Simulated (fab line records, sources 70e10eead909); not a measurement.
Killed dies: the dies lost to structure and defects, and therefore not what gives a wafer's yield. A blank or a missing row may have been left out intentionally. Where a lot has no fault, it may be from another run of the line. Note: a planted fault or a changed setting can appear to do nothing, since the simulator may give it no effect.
Matching of chambers + flow nand_harc + NHARC_A_STAIRCASE_DESCUM_219 on rie_diel-02 has 4 sister chambers
The step chemistry O2, time 3 s. 8 wafers are shown with their chamber, then 9 later ones without.

WAFERS WITH THEIR CHAMBER
| wafer  | chamber | drypump_motor_current_A (A) | showerhead_plenum_p_Torr (Torr) |
|--------|---------|-----------------------------|---------------------------------|
| L084.3 | 2       | 5.4                         | 1.79                            |
| L084.6 | 3       | 5.4                         | 1.89                            |
| L086.2 | 0       | 4.9                         | 2.07                            |
| L086.4 | 1       | 5.7                         | 1.84                            |
| L086.6 | 2       | 5.4                         | 1.79                            |
| L085.1 | 1       | 5.6                         | 1.84                            |
| L085.2 | 3       | 5.4                         | 1.88                            |
| L085.5 | 0       | 4.9                         | 2.07                            |

WAFERS MISSING THEIR CHAMBER
| wafer  | drypump_motor_current_A (A) | showerhead_plenum_p_Torr (Torr) |
|--------|-----------------------------|---------------------------------|
| L088.2 | 5.4                         | 1.79                            |
| L088.4 | 5.6                         | 1.84                            |
| L088.5 | 4.9                         | 2.06                            |
| L089.2 | 5.4                         | 1.79                            |
| L089.3 | 4.9                         | 2.07                            |
| L089.4 | 5.4                         | 1.88                            |
| L097.1 | 5.4                         | 1.87                            |
| L097.4 | 5.4                         | 1.78                            |
| L097.5 | 5.4                         | 1.78                            |

WHICH CHAMBER EACH ONE RAN IN
| wafer  | from the rows above | in truth |
|--------|---------------------|----------|
| L088.2 | 2                   | 2        |
| L088.4 | 1                   | 1        |
| L088.5 | 0                   | 0        |
| L089.2 | 2                   | 2        |
| L089.3 | 0                   | 0        |
| L089.4 | 3                   | 3        |
| L097.1 | 3                   | 3        |
| L097.4 | 2                   | 2        |
| L097.5 | 2                   | 2        |
Placed correctly: 9 of 9. Can't be placed from these rows: 0. Wrongly placed: 0.
How it was worked out, from the rows above alone: a wafer's distance from a chamber is the root of the sum, over the readings, of the square of ((its reading less the chamber's mean) divided by the reading's scatter). The wafer belongs to the nearest chamber; if the next one is less than 2 further off, it can't be placed. Each chamber's mean is taken over the wafers shown for it. The scatter is the square root of a quotient: the sum, over the shown wafers, of each reading's squared deviation from its chamber's mean, divided by wafers minus chambers.
